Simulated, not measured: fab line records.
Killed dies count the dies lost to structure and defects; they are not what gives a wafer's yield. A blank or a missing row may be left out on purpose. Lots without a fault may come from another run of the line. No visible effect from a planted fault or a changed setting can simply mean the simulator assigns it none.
Which tool is to blame? :: flow n5_finfet :: 26 wafers from 9 lots sampled at 5 of the route's 1938 steps

== WHAT THE GAUGES READ, wafer by wafer ==
N5_HKMG_FIN_CD_MEAS_12: the cd target is 92.8 nm. Usual: 92.9 nm for cd_nm, sd 0.61.
lot: L692
measured: day 4 13:38
on: cd_sem-01
cd_nm (nm): 94.1 93.4 93.3
flag: 

lot: L694
measured: day 4 20:53
on: cd_sem-03
cd_nm (nm): 93.4 93.2
flag: 

lot: L698
measured: day 5 20:00
on: cd_sem-01
cd_nm (nm): 92.3 92.4 92.3
flag: 

lot: L703
measured: day 7 03:47
on: cd_sem-03
cd_nm (nm): 92.7 94.0 93.5
flag: 

lot: L704
measured: day 7 08:19
on: cd_sem-03
cd_nm (nm): 92.2 93.0 92.2
flag: 

lot: L708
measured: day 8 11:29
on: cd_sem-01
cd_nm (nm): 92.0 92.6 92.1
flag: 

lot: L709
measured: day 8 19:16
on: cd_sem-03
cd_nm (nm): 92.7 93.4 93.0
flag: 

lot: L712
measured: day 9 09:43
on: cd_sem-03
cd_nm (nm): 93.2 92.5 93.2
flag: 

lot: L714
measured: day 9 18:51
on: cd_sem-03
cd_nm (nm): 92.9 93.2 92.8
flag: 

N5_BEOL_M4_RC_MEAS_101. Usual: DIBL_N 36.4 mV/V, standard deviation 1.2; DIBL_P 36.1 mV/V, standard deviation 1.6; IOFF_N 0.156 nA/um, standard deviation 0.024; IOFF_P 0.21 nA/um, standard deviation 0.031; IOFF_P_85C 3.6 nA/um, standard deviation 0.44; IOFF_P_LIN 0.098 nA/um, standard deviation 0.012; IOFF_P_LONG 0.000105 nA/um, standard deviation 8.9e-06; ION_N 674 uA/um, standard deviation 11; ION_P 463 uA/um, standard deviation 6.9; SS_N 71.5 mV/dec, standard deviation 0.5; SS_P 73.2 mV/dec, standard deviation 0.55; VT_N 250.0 mV, standard deviation 2.9; VT_P -250 mV, standard deviation 3.6; VT_P_LONG -276 mV, standard deviation 3.2; VT_P_LVT -99.2 mV, standard deviation 2.6.
lot: L692
measured: day 7 23:52
on: prober-01
DIBL_N (mV/V): 36.0 35.7 36.9
DIBL_P (mV/V): 35.3 35.0 35.9
IOFF_N (nA/um): 0.151 0.147 0.168
IOFF_P (nA/um): 0.23 0.22 0.24
IOFF_P_85C (nA/um): 3.8 3.8 4.1
IOFF_P_LIN (nA/um): 0.109 0.106 0.113
IOFF_P_LONG (nA/um): 0.000116 0.00012 0.000114
ION_N (uA/um): 682 677 679
ION_P (uA/um): 472 471 469
SS_N (mV/dec): 71.9 72.0 71.3
SS_P (mV/dec): 73.1 72.9 72.6
VT_N (mV): 250.8 251.0 247.8
VT_P (mV): -246 -246 -245
VT_P_LONG (mV): -272 -271 -272
VT_P_LVT (mV): -97.4 -98.3 -96.7
flag: 

lot: L694
measured: day 8 06:26
on: prober-02
DIBL_N (mV/V): 35.5 35.4
DIBL_P (mV/V): 36.6 36.2
IOFF_N (nA/um): 0.160 0.141
IOFF_P (nA/um): 0.20 0.48
IOFF_P_85C (nA/um): 3.5 7.4
IOFF_P_LIN (nA/um): 0.092 0.222
IOFF_P_LONG (nA/um): 9.2e-05 0.000165
ION_N (uA/um): 675 658
ION_P (uA/um): 456 489
SS_N (mV/dec): 71.5 71.3
SS_P (mV/dec): 73.7 73.5
VT_N (mV): 248.2 251.2
VT_P (mV): -252 -230
VT_P_LONG (mV): -278 -256
VT_P_LVT (mV): -99.7 -74.5
flag: OFF

lot: L698
measured: day 9 03:59
on: prober-02
DIBL_N (mV/V): 34.6 35.2 36.4
DIBL_P (mV/V): 33.9 35.1 36.3
IOFF_N (nA/um): 0.136 0.142 0.174
IOFF_P (nA/um): 0.20 0.57 0.66
IOFF_P_85C (nA/um): 3.3 8.3 9.3
IOFF_P_LIN (nA/um): 0.097 0.272 0.304
IOFF_P_LONG (nA/um): 0.000109 0.000204 0.000205
ION_N (uA/um): 661 676 686
ION_P (uA/um): 466 508 523
SS_N (mV/dec): 70.7 71.2 71.6
SS_P (mV/dec): 73.5 73.2 73.9
VT_N (mV): 250.5 252.3 247.8
VT_P (mV): -249 -220 -219
VT_P_LONG (mV): -275 -249 -248
VT_P_LVT (mV): -100.2 -72.2 -70.0
flag: OFF

lot: L703
measured: day 10 11:17
on: prober-01
DIBL_N (mV/V): 34.6 34.1 36.6
DIBL_P (mV/V): 32.7 32.2 35.1
IOFF_N (nA/um): 0.127 0.117 0.156
IOFF_P (nA/um): 0.18 0.17 0.21
IOFF_P_85C (nA/um): 3.2 3.0 3.7
IOFF_P_LIN (nA/um): 0.088 0.084 0.101
IOFF_P_LONG (nA/um): 0.000105 0.000104 0.000105
ION_N (uA/um): 661 660 678
ION_P (uA/um): 454 453 460
SS_N (mV/dec): 71.4 71.3 71.4
SS_P (mV/dec): 72.3 72.0 73.0
VT_N (mV): 255.9 255.5 250.3
VT_P (mV): -252 -253 -249
VT_P_LONG (mV): -276 -273 -275
VT_P_LVT (mV): -102.3 -101.7 -99.1
flag: 

lot: L704
measured: day 11 02:11
on: prober-01
DIBL_N (mV/V): 37.0 37.7 36.5
DIBL_P (mV/V): 35.7 36.9 35.4
IOFF_N (nA/um): 0.143 0.156 0.135
IOFF_P (nA/um): 0.17 0.18 0.16
IOFF_P_85C (nA/um): 2.9 3.1 2.8
IOFF_P_LIN (nA/um): 0.079 0.082 0.076
IOFF_P_LONG (nA/um): 8.3e-05 8.7e-05 8.4e-05
ION_N (uA/um): 665 684 667
ION_P (uA/um): 455 458 454
SS_N (mV/dec): 72.0 72.1 71.4
SS_P (mV/dec): 73.3 73.2 73.1
VT_N (mV): 250.7 249.1 252.3
VT_P (mV): -259 -258 -259
VT_P_LONG (mV): -282 -282 -283
VT_P_LVT (mV): -102.5 -103.5 -103.5
flag: 

lot: L708
measured: day 11 17:59
on: prober-01
DIBL_N (mV/V): 35.7 35.9 36.2
DIBL_P (mV/V): 34.8 35.4 35.9
IOFF_N (nA/um): 0.138 0.143 0.145
IOFF_P (nA/um): 0.19 0.21 0.21
IOFF_P_85C (nA/um): 3.4 3.6 3.7
IOFF_P_LIN (nA/um): 0.095 0.100 0.101
IOFF_P_LONG (nA/um): 0.000113 0.00011 0.000114
ION_N (uA/um): 668 668 669
ION_P (uA/um): 461 461 466
SS_N (mV/dec): 70.4 71.3 71.4
SS_P (mV/dec): 73.1 72.7 72.7
VT_N (mV): 249.6 248.5 249.6
VT_P (mV): -249 -250 -248
VT_P_LONG (mV): -275 -275 -276
VT_P_LVT (mV): -100.7 -99.4 -98.8
flag: 

lot: L709
measured: day 12 19:10
on: prober-01
DIBL_N (mV/V): 33.6 34.9 34.4
DIBL_P (mV/V): 34.5 36.2 35.3
IOFF_N (nA/um): 0.101 0.126 0.112
IOFF_P (nA/um): 0.16 0.18 0.17
IOFF_P_85C (nA/um): 2.8 3.2 3.0
IOFF_P_LIN (nA/um): 0.079 0.088 0.084
IOFF_P_LONG (nA/um): 9.3e-05 9.8e-05 9.5e-05
ION_N (uA/um): 653 663 657
ION_P (uA/um): 455 460 457
SS_N (mV/dec): 70.5 71.2 70.8
SS_P (mV/dec): 73.0 72.9 72.4
VT_N (mV): 258.6 253.7 257.3
VT_P (mV): -256 -254 -256
VT_P_LONG (mV): -280 -280 -279
VT_P_LVT (mV): -104.5 -104.6 -103.4
flag: 

lot: L712
measured: day 13 12:59
on: prober-02
DIBL_N (mV/V): 37.2 35.7 36.0
DIBL_P (mV/V): 36.8 34.9 34.9
IOFF_N (nA/um): 0.152 0.127 0.134
IOFF_P (nA/um): 0.20 0.18 0.18
IOFF_P_85C (nA/um): 3.6 3.2 3.3
IOFF_P_LIN (nA/um): 0.096 0.090 0.090
IOFF_P_LONG (nA/um): 9.9e-05 0.000103 9.9e-05
ION_N (uA/um): 674 669 681
ION_P (uA/um): 464 462 464
SS_N (mV/dec): 71.7 71.3 71.2
SS_P (mV/dec): 72.6 72.5 72.6
VT_N (mV): 251.9 253.1 253.8
VT_P (mV): -254 -254 -255
VT_P_LONG (mV): -273 -274 -274
VT_P_LVT (mV): -98.6 -99.9 -99.0
flag: 

lot: L714
measured: day 14 02:44
on: prober-01
DIBL_N (mV/V): 35.8 35.0 35.1
DIBL_P (mV/V): 35.8 34.4 34.8
IOFF_N (nA/um): 0.156 0.141 0.140
IOFF_P (nA/um): 0.19 0.17 0.17
IOFF_P_85C (nA/um): 3.4 3.0 3.2
IOFF_P_LIN (nA/um): 0.091 0.082 0.085
IOFF_P_LONG (nA/um): 0.0001 9.6e-05 9.8e-05
ION_N (uA/um): 678 674 681
ION_P (uA/um): 464 452 464
SS_N (mV/dec): 71.4 72.0 71.5
SS_P (mV/dec): 73.8 73.3 72.8
VT_N (mV): 248.1 251.6 248.5
VT_P (mV): -253 -255 -254
VT_P_LONG (mV): -275 -275 -277
VT_P_LVT (mV): -100.7 -102.4 -101.7
flag: 

== WHAT TOOL EACH LOT RAN ON (gives the tool, then ch and the chambers of the sampled wafers, and finally the start) ==
lot: L692
N5_DUMMY_REMOVAL_HM_STRIP_01: rie_diel-04 ch 0,1,2, day 4 08:17
N5_HKMG_FIN_PWFM_ALD_03: ald_metal-01 ch 0,1,3, day 4 12:47
N5_HKMG_FIN_DESCUM_17: rie_diel-02 ch 0,2,3, day 4 14:28

lot: L694
N5_DUMMY_REMOVAL_HM_STRIP_01: rie_diel-04 ch 0,1, day 4 16:06
N5_HKMG_FIN_PWFM_ALD_03: ald_metal-01 ch 0,2, day 4 20:03
N5_HKMG_FIN_DESCUM_17: rie_diel-01 ch 2,3, day 4 21:05

lot: L698
N5_DUMMY_REMOVAL_HM_STRIP_01: rie_diel-04 ch 0,1,2, day 5 14:48
N5_HKMG_FIN_PWFM_ALD_03: ald_metal-01 ch 1,2,3, day 5 19:10
N5_HKMG_FIN_DESCUM_17: rie_diel-03 ch 0,2,3, day 5 20:05

lot: L703
N5_DUMMY_REMOVAL_HM_STRIP_01: rie_diel-05 ch 0,3, day 6 21:34
N5_HKMG_FIN_PWFM_ALD_03: ald_metal-04 ch 0,1,2, day 7 01:44
N5_HKMG_FIN_DESCUM_17: rie_diel-01 ch 1,2, day 7 03:54

lot: L704
N5_DUMMY_REMOVAL_HM_STRIP_01: rie_diel-06 ch 0,1, day 7 03:23
N5_HKMG_FIN_PWFM_ALD_03: ald_metal-02 ch 0,1,3, day 7 07:37
N5_HKMG_FIN_DESCUM_17: rie_diel-03 ch 0,3, day 7 08:27

lot: L708
N5_DUMMY_REMOVAL_HM_STRIP_01: rie_diel-05 ch 0,3, day 8 06:44
N5_HKMG_FIN_PWFM_ALD_03: ald_metal-04 ch 0,2,3, day 8 10:46
N5_HKMG_FIN_DESCUM_17: rie_diel-03 ch 1,2,3, day 8 11:34

lot: L709
N5_DUMMY_REMOVAL_HM_STRIP_01: rie_diel-04 ch 2,3, day 8 14:16
N5_HKMG_FIN_PWFM_ALD_03: ald_metal-04 ch 1,2,3, day 8 18:26
N5_HKMG_FIN_DESCUM_17: rie_diel-01 ch 1,2, day 8 19:38

lot: L712
N5_DUMMY_REMOVAL_HM_STRIP_01: rie_diel-06 ch 0,2,3, day 9 05:04
N5_HKMG_FIN_PWFM_ALD_03: ald_metal-02 ch 0,3, day 9 09:00
N5_HKMG_FIN_DESCUM_17: rie_diel-02 ch 0,1,3, day 9 09:59

lot: L714
N5_DUMMY_REMOVAL_HM_STRIP_01: rie_diel-04 ch 0,2, day 9 13:52
N5_HKMG_FIN_PWFM_ALD_03: ald_metal-01 ch 0,1,2, day 9 18:01
N5_HKMG_FIN_DESCUM_17: rie_diel-02 ch 0,1, day 9 18:56
- N5_DUMMY_REMOVAL_HM_STRIP_01: strips SiNx in CH3F/O2, stops on poly-Si, target depth 4 nm, time 6.8 s.
- N5_HKMG_FIN_PWFM_ALD_03: deposits TiN, target thk 2 nm, pulse time 1 s, purge time 3 s.
- N5_HKMG_FIN_DESCUM_17: chemistry O2, time 7.9 s.

== WHAT THE TOOLS THEMSELVES READ (means of the sampled wafers that have a number; where no wafer has one, the mark that the record gives instead) ==
N5_DUMMY_REMOVAL_HM_STRIP_01. Usual: drypump_motor_current_A 5.8 A, standard deviation 0.39; oes_product_au 0.62 a.u., standard deviation 0.063; rf_vpp_V 127.6 V, standard deviation 0.93; showerhead_plenum_p_Torr 2.00 Torr, standard deviation 0.064; throttle_valve_pct 16.42 %, standard deviation 0.22.
lot: L692
tool: rie_diel-04
drypump_motor_current_A (A): 6.0
oes_product_au (a.u.): 0.61
rf_vpp_V (V): 127.7
showerhead_plenum_p_Torr (Torr): 2.00
throttle_valve_pct (%): 16.52
flag: 

lot: L694
tool: rie_diel-04
drypump_motor_current_A (A): 5.8
oes_product_au (a.u.): 0.65
rf_vpp_V (V): 126.8
showerhead_plenum_p_Torr (Torr): 2.02
throttle_valve_pct (%): 16.37
flag: 

lot: L698
tool: rie_diel-04
drypump_motor_current_A (A): 6.0
oes_product_au (a.u.): 0.60
rf_vpp_V (V): 127.1
showerhead_plenum_p_Torr (Torr): 2.00
throttle_valve_pct (%): 16.54
flag: 

lot: L703
tool: rie_diel-05
drypump_motor_current_A (A): 5.9
oes_product_au (a.u.): 0.63
rf_vpp_V (V): 127.0
showerhead_plenum_p_Torr (Torr): 2.03
throttle_valve_pct (%): 16.48
flag: 

lot: L704
tool: rie_diel-06
drypump_motor_current_A (A): 5.8
oes_product_au (a.u.): 0.59
rf_vpp_V (V): 127.1
showerhead_plenum_p_Torr (Torr): 1.97
throttle_valve_pct (%): 16.42
flag: 

lot: L708
tool: rie_diel-05
drypump_motor_current_A (A): 5.9
oes_product_au (a.u.): 0.62
rf_vpp_V (V): 127.3
showerhead_plenum_p_Torr (Torr): 2.02
throttle_valve_pct (%): 16.52
flag: 

lot: L709
tool: rie_diel-04
drypump_motor_current_A (A): 5.6
oes_product_au (a.u.): 0.68
rf_vpp_V (V): 128.1
showerhead_plenum_p_Torr (Torr): 1.99
throttle_valve_pct (%): 16.53
flag: 

lot: L712
tool: rie_diel-06
drypump_motor_current_A (A): 5.6
oes_product_au (a.u.): 0.59
rf_vpp_V (V): 126.9
showerhead_plenum_p_Torr (Torr): 2.07
throttle_valve_pct (%): 16.32
flag: 

lot: L714
tool: rie_diel-04
drypump_motor_current_A (A): 6.2
oes_product_au (a.u.): 0.73
rf_vpp_V (V): 127.0
showerhead_plenum_p_Torr (Torr): 1.95
throttle_valve_pct (%): 16.34
flag: 

N5_HKMG_FIN_PWFM_ALD_03. Usual: heater_power_w 908 W, standard deviation 110; precursor_pulse_height_rel 0.999, standard deviation 0.021.
lot: L692
tool: ald_metal-01
heater_power_w (W): 929
precursor_pulse_height_rel: 1.009
flag: 

lot: L694
tool: ald_metal-01
heater_power_w (W): 910
precursor_pulse_height_rel: 1.006
flag: 

lot: L698
tool: ald_metal-01
heater_power_w (W): 910
precursor_pulse_height_rel: 1.002
flag: 

lot: L703
tool: ald_metal-04
heater_power_w (W): 967
precursor_pulse_height_rel: 1.001
flag: 

lot: L704
tool: ald_metal-02
heater_power_w (W): 865
precursor_pulse_height_rel: 0.989
flag: 

lot: L708
tool: ald_metal-04
heater_power_w (W): 984
precursor_pulse_height_rel: 0.990
flag: 

lot: L709
tool: ald_metal-04
heater_power_w (W): 998
precursor_pulse_height_rel: 0.993
flag: 

lot: L712
tool: ald_metal-02
heater_power_w (W): 872
precursor_pulse_height_rel: 1.001
flag: 

lot: L714
tool: ald_metal-01
heater_power_w (W): 984
precursor_pulse_height_rel: 1.006
flag: 

N5_HKMG_FIN_DESCUM_17. Usual: drypump_motor_current_A 5.9 A, standard deviation 0.42; oes_product_au 0.78 a.u., standard deviation 0.088; rf_vpp_V 243.4 V, standard deviation 1.3; showerhead_plenum_p_Torr 2.10 Torr, standard deviation 0.07; throttle_valve_pct 20.25 %, standard deviation 0.25.
lot: L692
tool: rie_diel-02
drypump_motor_current_A (A): 5.7
oes_product_au (a.u.): 0.79
rf_vpp_V (V): 244.6
showerhead_plenum_p_Torr (Torr): 2.13
throttle_valve_pct (%): 20.39
flag: 

lot: L694
tool: rie_diel-01
drypump_motor_current_A (A): 5.9
oes_product_au (a.u.): 0.84
rf_vpp_V (V): 243.1
showerhead_plenum_p_Torr (Torr): 2.16
throttle_valve_pct (%): 20.05
flag: 

lot: L698
tool: rie_diel-03
drypump_motor_current_A (A): 6.3
oes_product_au (a.u.): 0.71
rf_vpp_V (V): 241.6
showerhead_plenum_p_Torr (Torr): 2.05
throttle_valve_pct (%): 20.44
flag: 

lot: L703
tool: rie_diel-01
drypump_motor_current_A (A): 5.7
oes_product_au (a.u.): 0.81
rf_vpp_V (V): 242.5
showerhead_plenum_p_Torr (Torr): 2.07
throttle_valve_pct (%): 20.07
flag: 

lot: L704
tool: rie_diel-03
drypump_motor_current_A (A): 6.3
oes_product_au (a.u.): 0.69
rf_vpp_V (V): 242.9
showerhead_plenum_p_Torr (Torr): 2.06
throttle_valve_pct (%): 20.42
flag: 

lot: L708
tool: rie_diel-03
drypump_motor_current_A (A): 6.2
oes_product_au (a.u.): 0.71
rf_vpp_V (V): 242.3
showerhead_plenum_p_Torr (Torr): 2.08
throttle_valve_pct (%): 20.50
flag: 

lot: L709
tool: rie_diel-01
drypump_motor_current_A (A): 5.7
oes_product_au (a.u.): 0.79
rf_vpp_V (V): 242.5
showerhead_plenum_p_Torr (Torr): 2.06
throttle_valve_pct (%): 20.09
flag: 

lot: L712
tool: rie_diel-02
drypump_motor_current_A (A): 5.4
oes_product_au (a.u.): 0.75
rf_vpp_V (V): 242.6
showerhead_plenum_p_Torr (Torr): 2.06
throttle_valve_pct (%): 20.23
flag: 

lot: L714
tool: rie_diel-02
drypump_motor_current_A (A): 5.0
oes_product_au (a.u.): 0.72
rf_vpp_V (V): 242.3
showerhead_plenum_p_Torr (Torr): 2.02
throttle_valve_pct (%): 20.23
flag: 

== THE ANSWER, worked out from the rows above alone ==
Rule: a lot is off if the mean of its wafers that have a number lies more than 3 standard deviations from the usual mean. A lot without any number at a reading at which 4 lots or more have one is off too. Where the step has rows for the other lots, those lots are counted as sound. First the gauges in route order, then the tools' own readings, where a lot's mean is used as printed above. At the first step where some lot is off, the reading lying furthest off is the one used; lots without a number count as furthest.
Off: L694, L698, at N5_BEOL_M4_RC_MEAS_101 (IOFF_P_LIN).
A tool fits if, at a process step before that reading, it ran every lot that is off, and no sound lot after the first of them. Gauges at N5_BEOL_M4_RC_MEAS_101: tried the same way as those tools. None of those tried fits.

== WHAT WAS PUT IN BY THE SIMULATOR ==
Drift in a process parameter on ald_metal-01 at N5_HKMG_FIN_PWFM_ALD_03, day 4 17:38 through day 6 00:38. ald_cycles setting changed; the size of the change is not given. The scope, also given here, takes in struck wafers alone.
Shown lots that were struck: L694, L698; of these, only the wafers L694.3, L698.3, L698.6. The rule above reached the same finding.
